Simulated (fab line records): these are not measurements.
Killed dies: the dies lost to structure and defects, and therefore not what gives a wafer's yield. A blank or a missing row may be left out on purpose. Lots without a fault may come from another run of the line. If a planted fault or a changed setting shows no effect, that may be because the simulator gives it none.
Matching of chambers | flow n5Finfet | 3 sister chambers for N5_BEOL_M2_CO_CAP_55 on cvdCo-02
The step material Co, precursor CCTBA/H2, target thk 2 nm, time 102.1 s. 6 wafers are shown with their chamber, then 7 later ones without.

== EACH WAFER AND ITS CHAMBER ==
wafer  | chamber | heaterPowerW (W)
L509.6 | 1       | 256
L517.1 | 1       | 249
L517.4 | 2       | 233
L517.6 | 0       | 247
L515.2 | 2       | 244
L515.3 | 0       | 248

== WAFERS WITHOUT THEIR CHAMBER ==
wafer  | heaterPowerW (W)
L515.6 | 253
L518.3 | 243
L518.4 | 252
L518.6 | 232
L520.1 | 254
L520.5 | 252
L520.6 | 238

== THE CHAMBER EACH PASSED THROUGH ==
wafer  | from the rows above          | in truth
L515.6 | can't be placed: 1 or 0      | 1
L518.3 | can't be placed: 0 or 2 or 1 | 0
L518.4 | can't be placed: 1 or 0      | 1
L518.6 | can't be placed: 2 or 0      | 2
L520.1 | can't be placed: 1 or 0      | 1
L520.5 | can't be placed: 1 or 0      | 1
L520.6 | can't be placed: 2 or 0      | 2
Correctly placed: 0 of 7. Not placeable from these rows: 7 (in 7, the candidates include the true chamber). Wrongly placed: 0.
How it was worked out, from the rows above alone: a wafer's distance from a chamber is the root of the sum, over the readings, of the square of ((its reading less the chamber's mean) divided by the reading's scatter). If the next closest chamber is less than 2 further off than the closest, the wafer can't be placed; otherwise it belongs to the closest. Each chamber's mean is taken over the wafers shown for it. The scatter is the square root of a quotient: the sum, over the shown wafers, of each reading's squared deviation from its chamber's mean, divided by wafers minus chambers.
